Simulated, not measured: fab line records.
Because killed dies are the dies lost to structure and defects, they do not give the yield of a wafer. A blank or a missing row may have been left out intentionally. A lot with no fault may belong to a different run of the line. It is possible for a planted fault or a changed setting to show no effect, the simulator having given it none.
What tool caused it?    flow n5Finfet    7 lots with 20 wafers sampled at 8 steps, on a route of 1938 steps

WHAT THE GAUGES READ, wafer by wafer
N5_BEOL_M12_OCD_MEAS_35. Usual: trenchDepthNm reads 319 nm (standard deviation 3.1).
lot   measured      on      trenchDepthNm (nm)  flag
L619  day 12 10:59  ocd-01  314 319 319         
L624  day 12 23:53  ocd-02  318 314             
L630  day 14 10:26  ocd-01  255 317 318         OFF
L634  day 15 17:43  ocd-01  313 256 318         OFF
L636  day 16 05:35  ocd-01  316 315 318         
L640  day 17 10:25  ocd-02  325 322 322         
L641  day 17 11:03  ocd-01  319 316 314         

N5_BEOL_M12_THK_MEAS_50: measures by xrf. Usual: M12_THK gives 316 nm (standard deviation 4).
lot   measured      on            M12_THK (nm)  flag
L619  day 12 13:49  filmMetro-02  313 317 315   
L624  day 13 10:04  filmMetro-02  320 315       
L630  day 14 15:19  filmMetro-01  253 314 317   OFF
L634  day 15 21:19  filmMetro-02  311 253 315   OFF
L636  day 16 11:44  filmMetro-01  307 309 309   
L640  day 17 13:14  filmMetro-02  323 321 322   
L641  day 17 17:34  filmMetro-01  321 320 314   

N5_BEOL_M12_RS_MEAS_54: measurement is done with a four-point probe. Usual: M12_RS gives 0.0601 ohm/sq (standard deviation 0.00069).
lot   measured      on            M12_RS (ohm/sq)       flag
L619  day 12 13:57  filmMetro-01  0.0607 0.0599 0.0603  
L624  day 13 10:11  filmMetro-01  0.0601 0.0606         
L630  day 14 15:26  filmMetro-02  0.0761 0.0607 0.0601  OFF
L634  day 15 21:26  filmMetro-02  0.0614 0.0763 0.0605  OFF
L636  day 16 11:52  filmMetro-01  0.0608 0.0604 0.0602  
L640  day 17 13:22  filmMetro-02  0.0583 0.0590 0.0588  
L641  day 17 17:43  filmMetro-01  0.0595 0.0597 0.0607  

N5_BEOL_M12_INSPECT_55: inspects for defects (darkfield). Usual: rawDefectCount reads 70 (standard deviation 25).
lot   measured      on                rawDefectCount  flag
L619  day 12 13:58  defectInspect-01  75 77 72        
L624  day 13 10:13  defectInspect-01  50 42           
L630  day 14 15:28  defectInspect-01  167 89 121      
L634  day 15 21:28  defectInspect-01  85 50 77        
L636  day 16 11:53  defectInspect-01  51 58 51        
L640  day 17 13:23  defectInspect-01  100 56 95       
L641  day 17 17:45  defectInspect-01  43 80 50        

N5_BEOL_M15_RC_MEAS_101. Usual: COMB_M10 1.6e-11 S/m, standard deviation 3.6e-12; COMB_M11 1.5e-11 S/m, standard deviation 3e-12; COMB_M13 4.7e-12 S/m, standard deviation 1.1e-12; COMB_M14 3.5e-12 S/m, standard deviation 9.9e-13; COMB_M15 2.5e-12 S/m, standard deviation 7.4e-13; COMB_M5 3.7e-11 S/m, standard deviation 7e-12; COMB_M5_max_site 5.3e-11 S/m, standard deviation 1.1e-11; COMB_M6 2.5e-11 S/m, standard deviation 5e-12; COMB_M7 2.6e-11 S/m, standard deviation 5.2e-12; COMB_M8 2.6e-11 S/m, standard deviation 5.4e-12; COMB_M9 1.5e-11 S/m, standard deviation 3.3e-12; SERP_M10 3.07 ohm/um, standard deviation 0.076; SERP_M11 3.10 ohm/um, standard deviation 0.095; SERP_M12 0.634 ohm/um, standard deviation 0.015; SERP_M12_max_site 0.647 ohm/um, standard deviation 0.015; SERP_M13 0.308 ohm/um, standard deviation 0.0064; SERP_M14 0.160 ohm/um, standard deviation 0.0046; SERP_M5 39.4 ohm/um, standard deviation 1.9; SERP_M6 13.7 ohm/um, standard deviation 0.54; SERP_M7 13.8 ohm/um, standard deviation 0.58; SERP_M7_max_site 14.4 ohm/um, standard deviation 0.6; SERP_M8 13.8 ohm/um, standard deviation 0.5; SERP_M9 3.10 ohm/um, standard deviation 0.099.
lot   measured      on         COMB_M10 (S/m)           COMB_M11 (S/m)           COMB_M13 (S/m)           COMB_M14 (S/m)           COMB_M15 (S/m)           COMB_M5 (S/m)            COMB_M5_max_site (S/m)   COMB_M6 (S/m)            COMB_M7 (S/m)            COMB_M8 (S/m)            COMB_M9 (S/m)            SERP_M10 (ohm/um)  SERP_M11 (ohm/um)  SERP_M12 (ohm/um)  SERP_M12_max_site (ohm/um)  SERP_M13 (ohm/um)  SERP_M14 (ohm/um)  SERP_M5 (ohm/um)  SERP_M6 (ohm/um)  SERP_M7 (ohm/um)  SERP_M7_max_site (ohm/um)  SERP_M8 (ohm/um)  SERP_M9 (ohm/um)  flag
L619  day 13 15:39  prober-02  1.5e-11 1.5e-11 1.4e-11  1.9e-11 1e-11 1.2e-11    5.7e-12 5.8e-12 6.1e-12  3.2e-12 2.2e-12 2.6e-12  2.3e-12 2.1e-12 2e-12    3.2e-11 4e-11 3.2e-11    4.4e-11 6.3e-11 4.2e-11  1.8e-11 2.9e-11 2.7e-11  1.8e-11 2.1e-11 2e-11    2.9e-11 2.5e-11 2.6e-11  2.2e-11 1.9e-11 1.7e-11  3.04 3.03 3.17     3.17 3.07 3.10     0.650 0.642 0.642  0.666 0.649 0.655           0.313 0.308 0.309  0.164 0.165 0.157  42.8 40.3 39.2    13.0 13.9 13.8    13.4 13.3 14.7    13.6 13.6 15.2             13.9 12.8 14.0    3.07 3.03 3.01    
L624  day 14 18:19  prober-02  1.6e-11 2.1e-11          1.6e-11 1.3e-11          3e-12 2.7e-12            2e-12 3e-12              1.5e-12 1.5e-12          3.9e-11 3.4e-11          5.8e-11 4.9e-11          2.8e-11 1.8e-11          2.6e-11 2e-11            2.6e-11 2.8e-11          1.9e-11 1.3e-11          2.94 3.08          3.24 3.01          0.640 0.639        0.655 0.643                 0.296 0.298        0.160 0.162        39.3 42.7         13.4 12.9         13.9 14.2         14.6 14.4                  13.5 13.3         3.08 3.07         
L630  day 15 16:15  prober-01  2e-11 1.2e-11 1.5e-11    1.6e-11 1.2e-11 1.7e-11  4.3e-12 4.4e-12 5.4e-12  3.9e-12 3.8e-12 3.4e-12  4.3e-12 3.1e-12 3.4e-12  3.2e-11 3.6e-11 2.8e-11  4.8e-11 5.5e-11 3.8e-11  2.5e-11 3e-11 2.8e-11    2.9e-11 2.1e-11 2.7e-11  3.6e-11 3.4e-11 3.6e-11  1.9e-11 2.6e-11 2e-11    3.17 3.09 3.02     3.35 3.16 3.26     0.814 0.655 0.643  0.822 0.658 0.654           0.308 0.311 0.310  0.161 0.162 0.163  40.6 37.3 38.6    13.5 14.3 14.3    13.9 13.0 14.1    14.4 13.6 14.5             14.0 13.6 15.0    3.06 3.36 3.04    OFF
L634  day 16 21:08  prober-02  1.4e-11 2e-11 2.2e-11    1.6e-11 1.4e-11 1.6e-11  5.1e-12 4.8e-12 4.3e-12  2.7e-12 3.6e-12 3.6e-12  2e-12 2.2e-12 2e-12      3.1e-11 4.1e-11 5.3e-11  4.3e-11 5.5e-11 5.8e-11  1.9e-11 1.8e-11 1.8e-11  2.4e-11 2.3e-11 2.3e-11  1.8e-11 3.5e-11 2.4e-11  1.8e-11 1.9e-11 1.3e-11  3.14 3.08 3.12     3.16 3.21 3.11     0.659 0.809 0.634  0.678 0.819 0.648           0.321 0.306 0.308  0.157 0.153 0.155  38.2 40.0 38.8    13.6 14.5 14.8    13.4 13.7 13.4    13.7 14.6 13.9             13.6 14.2 14.1    2.96 3.20 3.01    OFF
L636  day 17 09:29  prober-02  1.2e-11 1.3e-11 1.6e-11  9e-12 1.1e-11 1.3e-11    3.2e-12 4.6e-12 4.6e-12  1.3e-12 2.2e-12 2e-12    1.8e-12 1.9e-12 2.6e-12  3.3e-11 3.6e-11 3.1e-11  4.6e-11 4.5e-11 3.9e-11  2.7e-11 2.6e-11 1.9e-11  2.3e-11 2e-11 2.2e-11    2.8e-11 3.2e-11 2.7e-11  1.3e-11 1.4e-11 2e-11    3.18 3.19 3.19     3.19 3.22 3.19     0.647 0.668 0.649  0.657 0.679 0.665           0.310 0.306 0.310  0.171 0.156 0.168  37.2 40.6 43.2    13.8 13.3 13.2    13.0 13.1 13.6    13.7 13.7 14.4             12.6 13.3 13.6    3.13 3.13 3.10    
L640  day 18 12:57  prober-02  1.1e-11 1.4e-11 1.6e-11  1.9e-11 2e-11 1.7e-11    4.3e-12 4.4e-12 4.8e-12  3.9e-12 3.1e-12 3.2e-12  3.7e-12 2.8e-12 2.9e-12  3.7e-11 3.1e-11 3.4e-11  5e-11 4.2e-11 6.5e-11    2.5e-11 2e-11 2.2e-11    2.1e-11 2.7e-11 2.4e-11  2.7e-11 2.4e-11 2.5e-11  1.1e-11 1.3e-11 1.1e-11  3.02 3.03 3.09     2.98 2.98 3.27     0.606 0.619 0.612  0.640 0.628 0.634           0.306 0.313 0.308  0.163 0.162 0.162  47.3 40.4 40.9    13.4 15.3 14.5    14.5 14.0 14.2    14.7 15.2 14.6             14.0 13.8 14.5    3.14 3.15 3.15    
L641  day 18 14:02  prober-02  1.3e-11 1.5e-11 1.9e-11  2.4e-11 1.3e-11 1.8e-11  4.4e-12 4.1e-12 5.7e-12  3.5e-12 4e-12 3e-12      3.8e-12 1.7e-12 1.5e-12  3.1e-11 2.8e-11 4.3e-11  4e-11 4.7e-11 5.3e-11    3.1e-11 2.7e-11 2.9e-11  2.4e-11 2.8e-11 2.9e-11  3.4e-11 2.8e-11 2.8e-11  2.1e-11 1.1e-11 1.6e-11  3.22 3.23 3.12     3.10 3.01 3.00     0.631 0.638 0.652  0.644 0.656 0.663           0.307 0.296 0.308  0.159 0.159 0.154  36.5 38.2 41.4    13.3 14.6 13.3    14.0 14.6 14.4    14.6 15.4 14.9             14.0 13.9 14.2    3.00 3.35 3.00    

WHAT TOOL EACH LOT RAN ON (gives the tool, then ch and the chambers of the sampled wafers, and finally the start)
lot   N5_BEOL_M11_SURFACE_TREAT_76  N5_BEOL_M12_TRENCH_ETCH_34         N5_BEOL_M12_ETCH_38
L619  pvdSputter-01, day 12 07:26   rieDiel-03 ch 0,1,3, day 12 10:49  rieDiel-06 ch 1,2, day 12 11:57
L624  pvdSputter-01, day 12 19:37   rieDiel-03 ch 0, day 12 23:44      rieDiel-01 ch 0,2, day 13 08:02
L630  pvdSputter-01, day 14 06:38   rieDiel-03 ch 0,2,3, day 14 10:17  rieDiel-01 ch 0,3, day 14 13:47
L634  pvdSputter-03, day 15 14:11   rieDiel-03 ch 0,1, day 15 17:34    rieDiel-06 ch 0,2,3, day 15 19:52
L636  pvdSputter-01, day 16 00:58   rieDiel-01 ch 0,2,3, day 16 05:25  rieDiel-06 ch 1,2,3, day 16 10:11
L640  pvdSputter-02, day 17 07:11   rieDiel-06 ch 2,3, day 17 10:16    rieDiel-01 ch 1,2, day 17 11:25
L641  pvdSputter-02, day 17 07:19   rieDiel-01 ch 0,1,3, day 17 10:54  rieDiel-06 ch 0,2,3, day 17 15:05
- N5_BEOL_M11_SURFACE_TREAT_76
- N5_BEOL_M12_TRENCH_ETCH_34: etches SiOC in C4F8/O2/Ar, target depth 318.95 nm, time 125.5 s.
- N5_BEOL_M12_ETCH_38: etches SiCN in CF4/N2, target depth 68.7 nm, time 73.4 s.

AS READ BY THE TOOLS THEMSELVES (means over the sampled wafers that have a number; for cases with no such wafer, the mark the record gives instead)
N5_BEOL_M12_TRENCH_ETCH_34. Usual: C4F8_flow_sccm 15.00 sccm, standard deviation 0.047; drypumpMotorCurrentA 5.7 A, standard deviation 0.44; oesProductAu 0.82 a.u., standard deviation 0.071; rfVppV 665 V, standard deviation 3.1; showerheadPlenumPTorr 3.39 Torr, standard deviation 0.11; throttleValvePct 24.17 %, standard deviation 0.28.
lot   tool        C4F8_flow_sccm (sccm)  drypumpMotorCurrentA (A)  oesProductAu (a.u.)  rfVppV (V)  showerheadPlenumPTorr (Torr)  throttleValvePct (%)  flag
L619  rieDiel-03  14.97                  5.6                       0.78                 666         3.38                          24.09                 
L624  rieDiel-03  15.03                  5.2                       0.69                 662         3.26                          24.22                 
L630  rieDiel-03  15.01                  5.6                       0.74                 667         3.44                          24.35                 
L634  rieDiel-03  14.97                  5.7                       0.74                 664         3.37                          23.84                 
L636  rieDiel-01  15.01                  5.6                       0.81                 663         3.32                          24.23                 
L640  rieDiel-06  15.01                  5.6                       0.84                 666         3.36                          24.29                 
L641  rieDiel-01  15.01                  5.8                       0.81                 662         3.33                          24.16                 

N5_BEOL_M12_ETCH_38. Usual: drypumpMotorCurrentA 5.7 A, standard deviation 0.43; oesProductAu 0.82 a.u., standard deviation 0.075; rfVppV 381.4 V, standard deviation 1.6; showerheadPlenumPTorr 2.17 Torr, standard deviation 0.057; throttleValvePct 15.38 %, standard deviation 0.18.
lot   tool        drypumpMotorCurrentA (A)  oesProductAu (a.u.)  rfVppV (V)  showerheadPlenumPTorr (Torr)  throttleValvePct (%)  flag
L619  rieDiel-06  5.2                       0.80                 382.7       2.20                          15.61                 
L624  rieDiel-01  5.3                       0.86                 381.1       2.16                          15.47                 
L630  rieDiel-01  5.7                       0.82                 380.8       2.15                          15.26                 
L634  rieDiel-06  5.6                       0.81                 380.8       2.16                          15.45                 
L636  rieDiel-06  5.5                       0.86                 382.5       2.17                          15.45                 
L640  rieDiel-01  6.0                       0.79                 381.5       2.13                          15.44                 
L641  rieDiel-06  5.5                       0.81                 380.5       2.15                          15.47                 

THE ANSWER, worked out from the rows above alone
Rule: a lot counts as off when the mean over its wafers that have a number is more than 3 standard deviations away from the usual mean. A lot without any number at a reading at which 4 lots or more have one is off too. Any other lot the step has rows for is counted as sound. First the gauges in route order, then the tools' own readings, where a lot's mean is used as printed above. The first step at which some lot is off is used, and at that step the reading that is off furthest; a lot without a number counts as furthest.
Off, at N5_BEOL_M12_OCD_MEAS_35 on trenchDepthNm: L630, L634.
A tool fits if, at a process step before that reading, it ran every lot that is off, and no sound lot after the first of them. The gauges at N5_BEOL_M12_OCD_MEAS_35 aren't tried: what is off there is off at N5_BEOL_M12_THK_MEAS_50 too, on other tools, and a gauge's error can't cause that. One fits: rieDiel-03 at N5_BEOL_M12_TRENCH_ETCH_34. Its last sound lot is L624 (day 12 23:44), its first lot that is off L630 (day 14 10:17): a fault that began between those two fits.

WHAT THE SIMULATOR HAD PUT IN
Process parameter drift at N5_BEOL_M12_TRENCH_ETCH_34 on rieDiel-03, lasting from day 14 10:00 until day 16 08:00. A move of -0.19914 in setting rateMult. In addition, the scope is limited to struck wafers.
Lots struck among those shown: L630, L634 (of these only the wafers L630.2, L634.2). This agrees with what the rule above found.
